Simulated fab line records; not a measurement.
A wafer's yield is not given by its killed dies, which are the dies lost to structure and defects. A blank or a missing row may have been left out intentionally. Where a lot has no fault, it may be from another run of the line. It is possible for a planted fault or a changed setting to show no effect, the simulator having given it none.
What tool caused it?	flow nand_harc	33 wafers from 11 lots sampled at 6 of the route's 1302 steps

## WHAT THE GAUGES READ, wafer by wafer
NHARC_P_STI_INSPECT_11. Usual: 6 for raw_defect_count, sd 3.1.
lot	measured	on	raw_defect_count	flag
L331	day 3 00:49	defect_inspect-01	7 2 3	
L333	day 3 14:44	defect_inspect-02	6 1 3	
L334	day 4 01:10	defect_inspect-01	7 3 4	
L338	day 5 21:08	defect_inspect-01	9 8 6	
L339	day 6 05:17	defect_inspect-01	4 5 5	
L341	day 6 23:54	defect_inspect-02	12 5 7	
L344	day 8 04:58	defect_inspect-01	40 34 59	OFF
L346	day 9 02:22	defect_inspect-01	6 9 4	
L352	day 11 13:16	defect_inspect-01	1 8 4	
L353	day 12 00:35	defect_inspect-02	7 12 10	
L354	day 12 08:59	defect_inspect-02	3 0 2	

NHARC_END_SORT_01. Usual: killed_at_array 58, standard deviation 22; killed_at_other 1.0, standard deviation 1.3; killed_at_periphery 5, standard deviation 3.4; killed_dies 64, standard deviation 22; killed_open 3.6, standard deviation 1.8; killed_short 2.4, standard deviation 1.7.
lot	measured	on	killed_at_array	killed_at_other	killed_at_periphery	killed_dies	killed_open	killed_short	flag
L344	day 29 05:26	prober-02	99 88 95	0 0 0	26 25 30	125 113 125	2 1 4	4 1 0	OFF

## TOOL THAT RAN EACH LOT (tool first, then ch and the chambers of the sampled wafers, then the start)
lot	NHARC_P_STI_HM_DEP_30	NHARC_P_STI_DESCUM_14	NHARC_P_STI_ETCH_31	NHARC_P_GATE_HM_DEP_102
L331	lpcvd-02 ch 0, day 2 20:43	rie_diel-04 ch 0,2,3, day 3 00:57	rie_diel-04 ch 0,1,2, day 5 05:29 or earlier	acl_dep-02 ch 0, day 5 05:29
L333	lpcvd-01 ch 0, day 3 10:35	rie_diel-04 ch 1,2,3, day 3 14:53	rie_diel-04 ch 0,2, day 5 18:51 or earlier	acl_dep-03 ch 0, day 5 18:51
L334	lpcvd-01 ch 1, day 3 21:03	rie_diel-12 ch 0,2,3, day 4 01:19	rie_diel-12 ch 0,1,2, day 6 09:08 or earlier	acl_dep-02 ch 0, day 6 09:08
L338	lpcvd-02 ch 1, day 5 16:54	rie_diel-12 ch 0,1,3, day 5 21:16	rie_diel-12 ch 0,1, day 8 02:29 or earlier	acl_dep-02 ch 0, day 8 02:29
L339	lpcvd-01 ch 0, day 6 01:07	rie_diel-04 ch 0,2, day 6 05:25	rie_diel-04 ch 2,3, day 8 11:36 or earlier	acl_dep-03 ch 0, day 8 11:36
L341	lpcvd-02 ch 0, day 6 19:39	rie_diel-12 ch 1,2,3, day 7 00:03	rie_diel-12 ch 2,3, day 9 02:00 or earlier	acl_dep-03 ch 0, day 9 02:00
L344	lpcvd-02 ch 0, day 8 00:44	rie_diel-12 ch 1,3, day 8 05:07	rie_diel-12 ch 0,3, day 10 06:26 or earlier	acl_dep-02 ch 0, day 10 06:26
L346	lpcvd-01 ch 1, day 8 22:10	rie_diel-04 ch 2,3, day 9 02:31	rie_diel-04 ch 2,3, day 11 07:25 or earlier	acl_dep-03 ch 0, day 11 07:25
L352	lpcvd-02 ch 1, day 11 09:05	rie_diel-12 ch 1,2, day 11 13:24	rie_diel-12 ch 0,2, day 13 15:16 or earlier	acl_dep-02 ch 0, day 13 15:16
L353	lpcvd-01 ch 0, day 11 20:23	rie_diel-11 ch 0,2,3, day 12 00:44	rie_diel-11 ch 0,2,3, day 14 00:23 or earlier	acl_dep-01 ch 0, day 14 00:23
L354	lpcvd-01 ch 1, day 12 04:43	rie_diel-04 ch 2,3, day 12 09:07	rie_diel-04 ch 1,3, day 14 10:22 or earlier	acl_dep-03 ch 0, day 14 10:22
- NHARC_P_STI_HM_DEP_30: deposits Si3N4, target thk 80 nm, time 873 s.
- NHARC_P_STI_DESCUM_14: chemistry O2, time 3 s.
- NHARC_P_STI_ETCH_31: etches the open film in CF4/CHF3, target depth 108.9 nm, time 54.5 s.
- NHARC_P_GATE_HM_DEP_102: deposits aC, target thk 120 nm.

## AS READ BY THE TOOLS THEMSELVES (means over the sampled wafers that have a number; for cases with no such wafer, the mark the record gives instead)
NHARC_P_STI_HM_DEP_30. Usual: spike_tc_bottom_C 807 C, standard deviation 3.5; spike_tc_lower_C 789.7 C, standard deviation 1.4; spike_tc_top_C 801.4 C, standard deviation 2.5.
lot	tool	spike_tc_bottom_C (C)	spike_tc_lower_C (C)	spike_tc_top_C (C)	flag
L331	lpcvd-02	801	791.6	802.1	
L333	lpcvd-01	808	788.6	805.6	
L334	lpcvd-01	807	788.5	798.8	
L338	lpcvd-02	810	791.4	800.1	
L339	lpcvd-01	807	789.5	805.3	
L341	lpcvd-02	800	790.6	802.1	
L344	lpcvd-02	800	789.8	801.8	
L346	lpcvd-01	807	787.9	798.9	
L352	lpcvd-02	811	790.7	800.6	
L353	lpcvd-01	806	788.7	805.3	
L354	lpcvd-01	807	788.4	799.6	

NHARC_P_STI_DESCUM_14. Usual: drypump_motor_current_A 5.6 A, standard deviation 0.54; oes_product_au 0.995 a.u., standard deviation 0.013; rf_vpp_V 57.9 V, standard deviation 0.91; showerhead_plenum_p_Torr 1.91 Torr, standard deviation 0.077; throttle_valve_pct 11.311 %, standard deviation 0.0096.
lot	tool	drypump_motor_current_A (A)	oes_product_au (a.u.)	rf_vpp_V (V)	showerhead_plenum_p_Torr (Torr)	throttle_valve_pct (%)	flag
L331	rie_diel-04	5.7	0.989	57.0	1.84	11.307	
L333	rie_diel-04	5.9	0.992	57.9	1.90	11.307	
L334	rie_diel-12	5.3	0.992	56.8	1.90	11.303	
L338	rie_diel-12	5.6	0.994	57.4	1.92	11.315	
L339	rie_diel-04	5.6	0.992	57.4	1.83	11.315	
L341	rie_diel-12	5.6	1.008	57.2	1.93	11.317	
L344	rie_diel-12	5.9	1.003	57.9	1.94	11.314	
L346	rie_diel-04	6.1	0.990	57.4	1.82	11.314	
L352	rie_diel-12	5.2	1.006	58.4	1.92	11.318	
L353	rie_diel-11	6.2	0.990	57.4	1.95	11.306	
L354	rie_diel-04	6.0	0.994	57.2	1.82	11.316	

NHARC_P_STI_ETCH_31. Usual: bias_w 199.9 W, standard deviation 0.61; drypump_motor_current_A 5.6 A, standard deviation 0.55; oes_product_au 0.956 a.u., standard deviation 0.02; rf_vpp_V 370.3 V, standard deviation 2.1; showerhead_plenum_p_Torr 1.56 Torr, standard deviation 0.058; throttle_valve_pct 16.803 %, standard deviation 0.0096.
lot	tool	bias_w (W)	drypump_motor_current_A (A)	oes_product_au (a.u.)	rf_vpp_V (V)	showerhead_plenum_p_Torr (Torr)	throttle_valve_pct (%)	flag
L331	rie_diel-04	200.1	5.5	0.971	370.3	1.58	16.805	
L333	rie_diel-04	200.1	5.2	0.953	369.0	1.52	16.814	
L334	rie_diel-12	199.6	5.3	0.962	370.7	1.58	16.802	
L338	rie_diel-12	200.1	5.5	0.954	371.0	1.59	16.799	
L339	rie_diel-04	199.9	6.0	0.964	367.7	1.50	16.812	
L341	rie_diel-12	200.1	5.2	0.981	371.1	1.57	16.811	
L344	rie_diel-12	200.5	5.3	0.959	370.8	1.55	16.798	
L346	rie_diel-04	200.3	6.0	0.964	368.3	1.50	16.797	
L352	rie_diel-12	200.1	4.9	0.947	368.9	1.54	16.804	
L353	rie_diel-11	199.6	6.2	0.961	371.0	1.60	16.806	
L354	rie_diel-04	200.0	5.8	0.965	372.7	1.63	16.795	

NHARC_P_GATE_HM_DEP_102. Usual: 35.001 % for throttle_valve_pct, sd 0.0099.
lot	tool	throttle_valve_pct (%)	flag
L331	acl_dep-02	35.000	
L333	acl_dep-03	34.990	
L334	acl_dep-02	35.002	
L338	acl_dep-02	35.003	
L339	acl_dep-03	34.992	
L341	acl_dep-03	34.998	
L344	acl_dep-02	35.011	
L346	acl_dep-03	35.003	
L352	acl_dep-02	35.000	
L353	acl_dep-01	34.999	
L354	acl_dep-03	34.999	

## THE ANSWER, worked out from the rows above alone
Rule: a lot counts as off when the mean over its wafers that have a number is more than 3 standard deviations away from the usual mean. A lot without any number at a reading at which 4 lots or more have one is off too. The other lots that the step has rows for count as sound. First the gauges in route order, then the tools' own readings, where a lot's mean is used as printed above. At the first step where some lot is off, the reading lying furthest off is the one used; lots without a number count as furthest.
Off: L344, at NHARC_P_STI_INSPECT_11 (raw_defect_count).
If a tool, at a process step before that reading, ran all the lots that are off and no sound lot after the first of them, it fits. The gauges at NHARC_P_STI_INSPECT_11 aren't tried: what is off there is off at NHARC_END_SORT_01 too, on other tools, and a gauge's error can't cause that. None of those tried fits.

## WHAT THE SIMULATOR HAD PUT IN
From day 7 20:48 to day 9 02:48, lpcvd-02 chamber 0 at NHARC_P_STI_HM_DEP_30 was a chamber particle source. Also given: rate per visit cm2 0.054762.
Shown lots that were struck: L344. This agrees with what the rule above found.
